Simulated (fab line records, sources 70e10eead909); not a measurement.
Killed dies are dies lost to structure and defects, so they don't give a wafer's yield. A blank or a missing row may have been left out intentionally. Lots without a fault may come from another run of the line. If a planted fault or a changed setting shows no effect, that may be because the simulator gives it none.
Matching of chambers	flow nandHarc	NHARC_A_M0_PRE_CLEAN_31 on pecvd-02: 3 sister chambers
The step time 12 s. 16 wafers are shown with their chamber, then 8 later ones without.

## WAFERS, EACH WITH ITS CHAMBER
wafer	chamber	heaterPowerW (W)
L903.3	1	628
L903.4	2	567
L903.5	1	619
L904.1	2	543
L904.3	0	637
L904.5	0	627
L907.1	2	538
L907.2	1	679
L907.5	0	698
L911.1	2	584
L911.2	0	690
L911.4	2	589
L916.1	2	529
L916.2	1	666
L916.6	1	662
L915.1	2	534

SIGNATURES (means of the wafers above)
reading	chamber 0	chamber 1	chamber 2	scatter within a chamber
heaterPowerW	663.00	650.80	554.86	28.1
Rule: distance of a wafer from a chamber = root of the sum over the readings of ((wafer's reading minus chamber's mean) / reading's scatter) squared. The wafer belongs to the nearest chamber; if the next one is less than 2 further off, it can't be placed. The scatter: take each reading less its chamber's mean, square it, sum over the shown wafers, divide by the number of wafers less the number of chambers, and take the root.

## WAFERS WITHOUT THEIR CHAMBER
wafer	heaterPowerW (W)
L915.2	695
L915.5	702
L924.1	703
L924.2	592
L924.6	717
L926.1	512
L926.3	662
L926.4	654

## WHICH CHAMBER EACH ONE RAN IN
wafer	from the rows above	in truth
L915.2	can't be placed: 0 or 1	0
L915.5	can't be placed: 0 or 1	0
L924.1	can't be placed: 0 or 1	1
L924.2	can't be placed: 2 or 1 or 0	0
L924.6	can't be placed: 0 or 1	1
L926.1	2	2
L926.3	can't be placed: 0 or 1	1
L926.4	can't be placed: 1 or 0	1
1 of 8 placed correctly. These rows do not allow placing 7 (true chamber among the candidates in 7). Wrongly placed: 0.
